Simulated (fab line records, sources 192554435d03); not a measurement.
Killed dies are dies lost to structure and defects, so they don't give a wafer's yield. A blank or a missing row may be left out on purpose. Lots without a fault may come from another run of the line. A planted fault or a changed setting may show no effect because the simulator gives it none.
Split-lot experiment | flow n5_finfet | 7 lots, 21 wafers read, on a route of 1938 steps

THE SPLIT
At N5_BEOL_M1_EXPOSE_08 (exposes mask M1), the setting dose_mj was moved away from the recipe's 33 on 7 of the 21 wafers read, by -5.9% to +7.1%. The other wafers ran this setting at the recipe's value.

FROM THE SPLIT TO THE READING: what the file shows between them, 2 steps
- N5_BEOL_M1_PEB_09: peb time 60 s
- N5_BEOL_M1_DEVELOP_10: develop time 30 s

THE READING
cd_nm, in nm, at N5_BEOL_M1_CD_MEAS_11 (target cd 17.05 nm). Fault-free wafers of this fab line usually give 17.07 nm, standard deviation 0.22 nm.

wafer  | tool, chamber at the split | dose_mj as run | against the recipe | cd_nm, nm | against lot-mates on the recipe
L077.3 | euv_scanner-01, 0          | 34.61          | +4.9%              | 18.10     | +0.75
L077.4 | euv_scanner-01, 0          | 33             | recipe             | 17.35     | -
L077.6 | euv_scanner-01, 0          | 34.61          | +4.9%              | 17.69     | +0.34
L074.1 | euv_scanner-01, 0          | 31.06          | -5.9%              | 16.01     | -1.28
L074.3 | euv_scanner-01, 0          | 31.06          | -5.9%              | 15.98     | -1.31
L074.5 | euv_scanner-01, 0          | 33             | recipe             | 17.29     | -
L081.4 | euv_scanner-02, 0          | 33             | recipe             | 17.22     | -
L081.5 | euv_scanner-02, 0          | 33             | recipe             | 16.71     | -
L081.6 | euv_scanner-02, 0          | 33             | recipe             | 16.95     | -
L083.2 | euv_scanner-01, 0          | 33             | recipe             | 17.22     | -
L083.3 | euv_scanner-01, 0          | 33             | recipe             | 17.21     | -
L083.6 | euv_scanner-01, 0          | 35.34          | +7.1%              | 18.22     | +1.00
L087.1 | euv_scanner-02, 0          | 33             | recipe             | 17.12     | -
L087.3 | euv_scanner-02, 0          | 32.24          | -2.3%              | 16.54     | -0.58
L087.4 | euv_scanner-02, 0          | 32.24          | -2.3%              | 16.66     | -0.46
L093.2 | euv_scanner-01, 0          | 33             | recipe             | 16.62     | -
L093.4 | euv_scanner-01, 0          | 33             | recipe             | 16.91     | -
L093.6 | euv_scanner-01, 0          | 33             | recipe             | 16.87     | -
L096.3 | euv_scanner-01, 0          | 33             | recipe             | 17.06     | -
L096.4 | euv_scanner-01, 0          | 33             | recipe             | 17.27     | -
L096.6 | euv_scanner-01, 0          | 33             | recipe             | 17.15     | -

THE FIT
A straight line over all 21 wafers: cd_nm changes by +0.175 nm for each +1% of dose_mj; r = +0.94; the points scatter about the line by 0.2 nm.
The same after taking each lot's own level away (the mean of its wafers on the recipe; 21 wafers): +0.169 nm for each +1%; r = +0.95; scatter 0.17 nm.
On that fit, the largest move of dose_mj shifts the reading by 1.2 nm.
The lots' own levels span 16.800 to 17.350 nm, that is 2.5 times the standard deviation above.
So the lot-to-lot level changes the slope little: the two slopes agree.
Check: with one of the wafers moved furthest among these (+7.1%) left out of the fit, the line predicts +1.18 nm for it against its lot-mates. It came out at +1 nm against them.

OTHER SPLITS ON THESE WAFERS
These wafers also went through other splits before the reading. Each is held against what the fit with the lots' levels taken away leaves over:
other split on the same wafers            | wafers away from the commonest value | r with cd_nm (lot level and that fit taken away)
N5_MOL_CONTACT_COAG_COAT_62 spin_rpm      | 5                                    | +0.09
N5_BEOL_M0_SAQP_SPACER1_ALD_98 ald_cycles | 10                                   | +0.04
N5_BEOL_M0_SAQP_ETCH_107 bias_w           | 6                                    | -0.48
N5_BEOL_M0_CUTY_COAT_51 spin_rpm          | 8                                    | -0.45
N5_BEOL_M0_CUTY_ETCH_63 source_w          | 9                                    | +0.18

THE WHOLE CHAIN: every reading that the file lists as answering this split, in the file's order
step                  | what it does                                                | reading                                                               | change (the file's fit)               | r (the file's)
N5_BEOL_M1_CD_MEAS_11 | target cd 17.05 nm                                          | cd_nm                                                                 | +0.163 nm for each +1% of the setting | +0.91
N5_BEOL_M1_ETCH_74    | etches underlayer in N2/H2, target depth 6.5 nm, time 5.2 s | BEOL_M1.cd_offset_nm (the simulator's own value, which no gauge read) | +0.185 nm for each +1% of the setting | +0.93

THE FILE'S OWN FIT
cd_nm changes by +0.163 nm for each +1% of dose_mj, r = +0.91.
